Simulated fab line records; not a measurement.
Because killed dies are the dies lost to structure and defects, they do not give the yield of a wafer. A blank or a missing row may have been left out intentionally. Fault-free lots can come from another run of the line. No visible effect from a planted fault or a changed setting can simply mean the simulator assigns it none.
fab line records	flow n5Finfet
record: lots: 7	wafers: 21
route steps=1938 shown BEOL_M9@1405 BEOL_M10@1475 BEOL_M11@1573 BEOL_M12@1605 BEOL_M13@1661
startH: start of the lot's first displayed wafer, in hours after the record's first day	waitH: hours elapsed since this lot's preceding step	" same as the row above	L1.1+2: a row that stands for several wafers	- no value, or no start given	* or withheld: withheld	< > ~ a bound
route shown NAME@n: a module of which the file shows steps, and the number in the route of the first	usual: mean and standard deviation over wafers with no fault	same: alike in all rows	chamber/n: place in a boat	sites: the reading at each site	_std_site: how widely they spread, as a standard deviation	_edge_site: inner sites' mean taken away from outer sites' mean	radiusMm: for every site, how far away it sits from the centre of the wafer	mask NAME#n: copy n	behind: the last tool/chamber to shape the wafer	hold: why the lot went on hold/how many hours it stayed there/how the hold came to an end	device: the transistor (n, p or np) that didn't switch	end of line: tests of these same wafers at the route's end	a step without rows: its recipe alone	killed: not the wafer's yield, but the dies lost to structure and defects at the first sort	map: dies across one wafer; x = killed, . = not, _ = none there
set.NAME: the setting the step ran with; set.NAME@STEP: the setting that earlier step ran with	model.NAME: the simulator's own value behind a step, which no gauge read
lots whose settings were changed on purpose; a table a step, a row a wafer
== steps ==
step: N5_BEOL_M9_HM_DEP_02
recipe: material: TiN	targetThkA: 200	tempC: 25	chamberPressurePa: 0.49996
lot.wafer	tool	chamber	startH	waitH	set.targetThkA	model.TiN_of_BEOL_M9_HM_DEP_02.thkNm
L074.1+4	pvdSputter-02	-	206.42	1.3	182.1	18.2
L074.5	"	-	"	"	200	20
L077.1	pvdSputter-03	-	224.12	0.1	181.6	18
L077.3+5	"	-	"	"	181.6	18.2
L079.2	pvdSputter-02	-	242.04	1.2	200	20
L079.4+6	"	-	"	"	200	20.2
L080.2+4	pvdSputter-03	-	247.26	2.7	200	19.8
L080.5	"	-	"	"	220.1	21.8
L083.1	pvdSputter-01	-	267.91	0.7	187.1	19
L083.4+6	"	-	"	"	187.1	18.8
L094.1+3+6	pvdSputter-03	-	336.52	0.0	214.8	21.4
L095.2	pvdSputter-02	-	339.00	1.7	209.4	20.8
L095.3	"	-	"	"	200	20
L095.5	"	-	"	"	209.4	21.2
step: N5_BEOL_M9_COAT_59
recipe: resist: SOC	tempC: 250	timeS: 60	spinRpm: 1500	resistThkNm: 100
step: N5_BEOL_M9_COAT_60
recipe: resist: SiARC	tempC: 220	timeS: 60	spinRpm: 1500	resistThkNm: 30
step: N5_BEOL_M9_STRIP_68
recipe: chemistry: N2/H2	tempC: 40	n2FlowSccm: 200	h2FlowSccm: 200	rfFrequencyHz: 6e+07
step: N5_BEOL_M9_STRIP_67
recipe: chemistry: CF4	resist: SiARC	powerW: 300	biasPowerW: 75	pressureMtorr: 50	cf4FlowSccm: 150	rfFrequencyHz: 6e+07
step: N5_BEOL_M9_HM_OPEN_17
recipe: chemistry: Cl2/BCl3	targetDepthA: 200	overetchA: 60	target: TiN	maskMaterial: SOC	ionEnergyEv: 150	pressureMtorr: 10	icpW: 1000	biasW: 126	Cl2_flow_sccm: 53.25	bcl3FlowSccm: 21.75	Ar_flow_sccm: 25
lot.wafer	tool	chamber	startH	waitH	set.targetThkA@BEOL_M9_HM_DEP_02	model.etch.depthNm
L074.1	rieMetal-03	1	207.38	0.0	182.1	18.15
L074.4	"	1	"	"	182.1	18.2
L074.5	"	1	"	"	200	19.97
L077.1	rieMetal-01	1	224.85	0.0	181.6	18.03
L077.3	"	0	"	"	181.6	18.19
L077.5	"	0	"	"	181.6	18.17
L079.2	rieMetal-02	1	242.89	0.0	200	20.07
L079.4+6	"	1	"	"	200	20.14
L080.2	rieMetal-03	0	248.25	0.0	200	19.9
L080.4	"	1	"	"	200	19.7
L080.5	"	0	"	"	220.1	21.77
L083.1	rieMetal-03	1	268.98	0.0	187.1	18.92
L083.4	"	0	"	"	187.1	18.74
L083.6	"	0	"	"	187.1	18.76
L094.1	rieMetal-01	0	337.38	0.0	214.8	21.32
L094.3	"	0	"	"	214.8	21.31
L094.6	"	0	"	"	214.8	21.46
L095.2	rieMetal-02	0	340.01	0.0	209.4	20.87
L095.3	"	1	"	"	200	20.03
L095.5	"	0	"	"	209.4	21.18
step: N5_BEOL_M10_COAT_59
recipe: resist: SOC	tempC: 250	timeS: 60	spinRpm: 1500	resistThkNm: 100
lot.wafer	tool	chamber	startH	waitH	set.spinRpm	model.SOC_of_BEOL_M10_COAT_59.thkNm
L074.1	lithoTrack-05	0	214.56	0.1	1500	99.8
L074.4	"	0	"	"	1500	100.2
L074.5	"	0	"	"	1500	100
L077.1	lithoTrack-05	0	232.76	0.1	1423	103
L077.3+5	"	0	"	"	1500	100.2
L079.2	lithoTrack-02	0	250.83	0.1	1500	99.8
L079.4+6	"	0	"	"	1500	100.2
L080.2	lithoTrack-05	0	254.01	0.1	1500	99.6
L080.4+5	"	0	"	"	1597	96.6
L083.1+4	lithoTrack-04	0	275.20	0.1	1500	100.6
L083.6	"	0	"	"	1500	100.4
L094.1	lithoTrack-05	0	343.48	0.1	1500	100
L094.3	"	0	"	"	1343	106
L094.6	"	0	"	"	1500	100.2
L095.2	lithoTrack-04	0	349.42	0.1	1500	100.2
L095.3	"	0	"	"	1643	96
L095.5	"	0	"	"	1643	96.2
step: N5_BEOL_M10_COAT_60
recipe: resist: SiARC	tempC: 220	timeS: 60	spinRpm: 1500	resistThkNm: 30
step: N5_BEOL_M10_COAT_05
recipe: resist: CAR-ArF	spinRpm: 1500	resistThkNm: 90
step: N5_BEOL_M10_DESCUM_16
recipe: chemistry: O2	timeS: 7.9	sourcePowerW: 50	biasPowerW: 20	pressureMtorr: 20	rfFrequencyHz: 2.712e+07	tempC: 40	resist: CAR-ArF	o2FlowSccm: 225
step: N5_BEOL_M10_ETCH_61
recipe: chemistry: CF4	target: SiARC	targetDepthA: 390	maskMaterial: CAR-ArF	timeS: 65	ionEnergyEv: 80	pressureMtorr: 40	sourceW: 545	biasW: 36	Ar_flow_sccm: 100	cf4FlowSccm: 100	ends: cleared
step: N5_BEOL_M10_ETCH_62
recipe: chemistry: N2/H2	target: SOC	targetDepthA: 1100	overetchA: 220	maskMaterial: SiARC	tempC: 40	timeS: 165	ionEnergyEv: 200	pressureMtorr: 30	sourceW: 840	biasW: 150	n2FlowSccm: 200	h2FlowSccm: 200
lot.wafer	tool	chamber	startH	waitH	set.spinRpm@BEOL_M10_COAT_59	model.etch.depthNm
L074.1	rieDiel-02	3	215.10	0.0	1500	99.85
L074.4	"	2	"	"	1500	100.2
L074.5	"	3	"	"	1500	100
L077.1	rieDiel-06	1	234.16	0.0	1423	103
L077.3	"	2	"	"	1500	100.3
L077.5	"	2	"	"	1500	100.2
L079.2	rieDiel-02	1	251.39	0.0	1500	99.87
L079.4+6	"	2,3	"	"	1500	100.2
L080.2	rieDiel-04	1	254.60	0.0	1500	99.7
L080.4	"	3	"	"	1597	96.63
L080.5	"	0	"	"	1597	96.62
L083.1+4+6	rieDiel-02	1,3,3	275.74	0.0	1500	100.5
L094.1	rieDiel-04	0	344.02	0.0	1500	100.1
L094.3	"	3	"	"	1343	105.9
L094.6	"	3	"	"	1500	100.2
L095.2	rieDiel-06	3	350.09	0.0	1500	100.3
L095.3	"	1	"	"	1643	95.92
L095.5	"	0	"	"	1643	96.27
step: N5_BEOL_M10_STRIP_68
recipe: chemistry: N2/H2	tempC: 40	n2FlowSccm: 200	h2FlowSccm: 200	rfFrequencyHz: 6e+07
step: N5_BEOL_M10_STRIP_67
recipe: chemistry: CF4	resist: SiARC	powerW: 300	biasPowerW: 75	pressureMtorr: 50	cf4FlowSccm: 150	rfFrequencyHz: 6e+07
step: N5_BEOL_M10_HM_OPEN_17
recipe: chemistry: Cl2/BCl3	targetDepthA: 200	overetchA: 60	target: TiN	maskMaterial: SOC	ionEnergyEv: 150	pressureMtorr: 10	icpW: 1000	biasW: 126	Cl2_flow_sccm: 53.25	bcl3FlowSccm: 21.75	Ar_flow_sccm: 25
lot.wafer	tool	chamber	startH	waitH	set.spinRpm@BEOL_M10_COAT_59	model.SOC_of_BEOL_M10_COAT_59.thkNm
L074.1	rieMetal-03	1	215.29	0.0	1500	91.8
L074.4	"	1	"	"	1500	92.2
L074.5	"	1	"	"	1500	92
L077.1	rieMetal-02	1	234.34	0.0	1423	95.2
L077.3+5	"	1	"	"	1500	92.4
L079.2	rieMetal-01	1	251.58	0.0	1500	92.2
L079.4+6	"	0,1	"	"	1500	92.4
L080.2	rieMetal-02	0	254.79	0.0	1500	91.8
L080.4+5	"	1	"	"	1597	88.8
L083.1+6	rieMetal-01	0	275.93	0.0	1500	92.6
L083.4	"	0	"	"	1500	92.8
L094.1+6	rieMetal-02	0	344.21	0.0	1500	92.2
L094.3	"	1	"	"	1343	98.2
L095.2	rieMetal-03	1	350.28	0.0	1500	92.2
L095.3	"	0	"	"	1643	88
L095.5	"	1	"	"	1643	88.2
step: N5_BEOL_M11_ETCH_66
recipe: chemistry: N2/H2	target: SOC	targetDepthA: 1200	overetchA: 240	maskMaterial: SiARC	tempC: 40	timeS: 180	ionEnergyEv: 200	pressureMtorr: 30	sourceW: 840	biasW: 150	n2FlowSccm: 200	h2FlowSccm: 200
lot.wafer	tool	chamber	startH	waitH	set.timeS	model.SiARC_of_BEOL_M11_COAT_64.thkNm
L074.1+4	rieDiel-01	1,3	223.13	0.0	180	22.4
L074.5	"	0	"	"	180	22.6
L077.1	rieDiel-05	3	246.73	0.0	180	23
L077.3	"	1	"	"	156.3	23.8
L077.5	"	1	"	"	180	22.8
L079.2	rieDiel-05	2	260.87	0.0	180	22.8
L079.4+6	"	0	"	"	180	23
L080.2	rieDiel-01	1	265.25	0.0	211.7	21.6
L080.4	"	3	"	"	211.7	21.4
L080.5	"	3	"	"	180	22.8
L083.1	rieDiel-01	3	285.28	0.0	210.2	21.2
L083.4	"	2	"	"	180	22.6
L083.6	"	0	"	"	210.2	21.6
L094.1	rieDiel-03	0	350.99	0.0	180	23
L094.3	"	3	"	"	180	22.8
L094.6	"	2	"	"	180	22.6
L095.2	rieDiel-05	0	358.02	0.0	180	22.6
L095.3	"	1	"	"	180	23
L095.5	"	1	"	"	180	22.8
step: N5_BEOL_M11_VIA_ETCH_34
recipe: chemistry: C4F6/O2	target: SiCOH_lowk	targetDepthA: 1845	maskMaterial: SOC	taperDeg: 4	timeS: 69.2	ionEnergyEv: 250	pressureMtorr: 30	sourceW: 345	biasW: 185	Ar_flow_sccm: 300	C4F6_flow_sccm: 10	O2_flow_sccm: 10
lot.wafer	tool	chamber	startH	waitH	set.timeS	model.etch.depthNm	model.SOC_of_BEOL_M11_COAT_63.thkNm
L074.1	rieDiel-01	1	223.25	0.0	81.5	218.1	90.2
L074.4	"	3	"	"	69.2	186.6	92
L074.5	"	0	"	"	69.2	183.1	92.2
L077.1	rieDiel-05	3	246.86	0.0	69.2	183.8	92.4
L077.3	"	1	"	"	69.2	185.1	92.6
L077.5	"	1	"	"	69.2	182.5	92.8
L079.2	rieDiel-05	2	260.99	0.0	69.2	190.1	92.2
L079.4	"	0	"	"	69.2	183.6	92.6
L079.6	"	0	"	"	69.2	184.4	92.6
L080.2	rieDiel-01	1	265.37	0.0	69.2	183.5	92.4
L080.4	"	3	"	"	69.2	187.1	92.2
L080.5	"	3	"	"	69.2	187	91.8
L083.1	rieDiel-01	3	285.41	0.0	69.2	187.6	92
L083.4	"	2	"	"	69.2	184.5	91.8
L083.6	"	0	"	"	59.52	158.9	93
L094.1	rieDiel-03	0	351.12	0.0	69.2	179.3	92.2
L094.3	"	3	"	"	69.2	183.1	92.2
L094.6	"	2	"	"	58.38	153	93.6
L095.2	rieDiel-05	0	358.14	0.0	54.69	145.2	93.8
L095.3	"	1	"	"	69.2	180.2	92.4
L095.5	"	1	"	"	69.2	179.9	92.4
step: N5_BEOL_M12_COAT_04
recipe: spinRpm: 1625	resistThkNm: 400
lot.wafer	tool	chamber	startH	waitH	set.spinRpm	model.coat_of_BEOL_M12_COAT_04.thkNm
L074.1	lithoTrack-05	0	-	-	1625	400.4
L074.4	"	0	"	"	1446	425.2
L074.5	"	0	"	"	1625	400.6
L077.1	lithoTrack-03	0	-	-	1625	397.8
L077.3	"	0	"	"	1625	398.4
L077.5	"	0	"	"	1512	413.6
L079.2	lithoTrack-02	0	-	-	1625	399.6
L079.4	"	0	"	"	1625	400.4
L079.6	"	0	"	"	1625	400.2
L080.2	lithoTrack-02	0	-	-	1480	419.4
L080.4	"	0	"	"	1625	400.4
L080.5	"	0	"	"	1480	420.4
L083.1	lithoTrack-03	0	-	-	1459	422.6
L083.4	"	0	"	"	1625	400.2
L083.6	"	0	"	"	1625	401.2
L094.1	lithoTrack-05	0	-	-	1625	400
L094.3	"	0	"	"	1802	380.2
L094.6	"	0	"	"	1625	399.2
L095.2	lithoTrack-05	0	-	-	1704	391
L095.3	"	0	"	"	1625	400.4
L095.5	"	0	"	"	1704	391.4
step: N5_BEOL_M12_EBR_06
recipe: solvent: PGMEA	ebrWidthMm: 1.5
step: N5_BEOL_M12_SOFTBAKE_05
recipe: tempC: 130	timeS: 60
step: N5_BEOL_M12_DESCUM_15
recipe: chemistry: O2	timeS: 7.9	sourcePowerW: 50	biasPowerW: 20	pressureMtorr: 20	rfFrequencyHz: 2.712e+07	tempC: 40	o2FlowSccm: 225
step: N5_BEOL_M12_ETCH_59
recipe: chemistry: N2/H2	target: BARC	targetDepthA: 890	overetchA: 267	timeS: 67.9	ionEnergyEv: 200	pressureMtorr: 30	sourceW: 840	biasW: 150	n2FlowSccm: 200	h2FlowSccm: 200
step: N5_BEOL_M12_VIA_ETCH_16
recipe: chemistry: C4F8/O2/Ar	target: SiOC	pressureMtorr: 30	sourceW: 3000	biasW: 700	Ar_flow_sccm: 400	C4F8_flow_sccm: 15	O2_flow_sccm: 8	heInnerTorr: 15	heOuterTorr: 30	targetDepthA: 7248	timeS: withheld	ionEnergyEv: 250	ends: cleared
lot.wafer	tool	chamber	startH	waitH	set.spinRpm@BEOL_M12_COAT_04	model.coat_of_BEOL_M12_COAT_04.thkNm
L074.1	rieDiel-04	1	228.03	0.0	1625	128
L074.4	"	0	"	"	1446	147.4
L074.5	"	1	"	"	1625	124.2
L077.1	rieDiel-06	2	250.28	0.0	1625	125.6
L077.3	"	1	"	"	1625	122.4
L077.5	"	2	"	"	1512	138.4
L079.2	rieDiel-06	1	267.15	0.0	1625	124.2
L079.4	"	3	"	"	1625	119
L079.6	"	0	"	"	1625	121.4
L080.2	rieDiel-02	3	269.23	0.0	1480	145.8
L080.4	"	0	"	"	1625	121.6
L080.5	"	2	"	"	1480	143.4
L083.1	rieDiel-02	2	289.33	0.0	1459	145.2
L083.4	"	3	"	"	1625	121
L083.6	"	2	"	"	1625	125.2
L094.1	rieDiel-02	0	354.51	0.0	1625	125.4
L094.3	"	2	"	"	1802	102.8
L094.6	"	0	"	"	1625	115.4
L095.2	rieDiel-02	1	362.41	0.0	1704	115.2
L095.3	"	2	"	"	1625	123.4
L095.5	"	2	"	"	1704	110.8
step: N5_BEOL_M12_STRIP_63
recipe: chemistry: N2/H2	powerW: 1000	tempC: 250	h2Frac: 0.65	overashFraction: 0.3	pressureMtorr: 1000	n2FlowSccm: 1750	h2FlowSccm: 3250
usual: stripTimeToEndpointS: 42.4/0.82
lot.wafer	tool	chamber	startH	waitH	set.spinRpm@BEOL_M12_COAT_04	stripTimeToEndpointS
L074.1	plasmaAsher-01	0	228.23	-	1625	43.8
L074.4	"	0	"	"	1446	49.0
L074.5	"	0	"	"	1625	42.8
L077.1	plasmaAsher-01	1	250.48	-	1625	43.2
L077.3	"	0	"	"	1625	42.3
L077.5	"	1	"	"	1512	46.6
L079.2	plasmaAsher-01	1	267.35	-	1625	42.8
L079.4	"	1	"	"	1625	41.4
L079.6	"	1	"	"	1625	42.0
L080.2	plasmaAsher-01	1	269.49	-	1480	48.6
L080.4	"	0	"	"	1625	42.1
L080.5	"	1	"	"	1480	47.9
L083.1	plasmaAsher-02	1	289.53	-	1459	48.4
L083.4	"	0	"	"	1625	41.9
L083.6	"	1	"	"	1625	43.1
L094.1	plasmaAsher-01	1	354.71	-	1625	43.1
L094.3	"	1	"	"	1802	37.0
L094.6	"	1	"	"	1625	40.4
L095.2	plasmaAsher-02	0	362.61	-	1704	40.4
L095.3	"	0	"	"	1625	42.6
L095.5	"	1	"	"	1704	39.2
step: N5_BEOL_M13_COAT_58
recipe: resist: BARC	tempC: 205	timeS: 60	spinRpm: 1500	resistThkNm: 89
lot.wafer	tool	chamber	startH	waitH	set.spinRpm	model.BARC_of_BEOL_M13_COAT_58.thkNm
L074.1+4+5	lithoTrack-04	0	233.76	0.0	1500	88.8
L077.1	lithoTrack-04	0	256.04	0.0	1644	85
L077.3	"	0	"	"	1500	89.4
L077.5	"	0	"	"	1644	85.2
L079.2+4	lithoTrack-01	0	270.88	0.0	1500	88.8
L079.6	"	0	"	"	1500	89.2
L080.2	lithoTrack-01	0	276.79	0.0	1335	94.6
L080.4	"	0	"	"	1335	94.2
L080.5	"	0	"	"	1500	89.2
L083.1	lithoTrack-02	0	295.09	0.0	1500	88.6
L083.4	"	0	"	"	1500	88.4
L083.6	"	0	"	"	1500	89
L094.1+3	lithoTrack-02	0	360.26	0.0	1413	91.8
L094.6	"	0	"	"	1500	89
L095.2	lithoTrack-04	0	367.66	0.0	1500	89.2
L095.3+5	"	0	"	"	1500	89.4
== key ==
split: step: N5_BEOL_M9_HM_DEP_02	setting: targetThkA	stated: 200	by: wafer
response: step: N5_BEOL_M9_HM_DEP_02	reading: model.TiN_of_BEOL_M9_HM_DEP_02.thkNm	change: +0.201	per: 1%	r: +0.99
response: step: N5_BEOL_M9_HM_OPEN_17	reading: model.etch.depthNm	change: +0.199	per: 1%	r: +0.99
split: step: N5_BEOL_M10_COAT_59	setting: spinRpm	stated: 1500	by: wafer
response: step: N5_BEOL_M10_COAT_59	reading: model.SOC_of_BEOL_M10_COAT_59.thkNm	change: -0.501	per: 1%	r: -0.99
response: step: N5_BEOL_M10_ETCH_62	reading: model.etch.depthNm	change: -0.5	per: 1%	r: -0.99
response: step: N5_BEOL_M10_HM_OPEN_17	reading: model.SOC_of_BEOL_M10_COAT_59.thkNm	change: -0.505	per: 1%	r: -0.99
split: step: N5_BEOL_M11_ETCH_66	setting: timeS	stated: 180	by: wafer
response: step: N5_BEOL_M11_ETCH_66	reading: model.SiARC_of_BEOL_M11_COAT_64.thkNm	change: -0.0717	per: 1%	r: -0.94
split: step: N5_BEOL_M11_VIA_ETCH_34	setting: timeS	stated: 69.2	by: wafer
response: step: N5_BEOL_M11_VIA_ETCH_34	reading: model.etch.depthNm	change: +1.79	per: 1%	r: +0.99
response: step: N5_BEOL_M11_VIA_ETCH_34	reading: model.SOC_of_BEOL_M11_COAT_63.thkNm	change: -0.084	per: 1%	r: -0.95
split: step: N5_BEOL_M12_COAT_04	setting: spinRpm	stated: 1625	by: wafer
response: step: N5_BEOL_M12_COAT_04	reading: model.coat_of_BEOL_M12_COAT_04.thkNm	change: -2.08	per: 1%	r: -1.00
response: step: N5_BEOL_M12_VIA_ETCH_16	reading: model.coat_of_BEOL_M12_COAT_04.thkNm	change: -2.03	per: 1%	r: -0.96
response: step: N5_BEOL_M12_STRIP_63	reading: stripTimeToEndpointS	change: *	per: 1%	r: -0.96
split: step: N5_BEOL_M13_COAT_58	setting: spinRpm	stated: 1500	by: wafer
response: step: N5_BEOL_M13_COAT_58	reading: model.BARC_of_BEOL_M13_COAT_58.thkNm	change: -0.465	per: 1%	r: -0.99
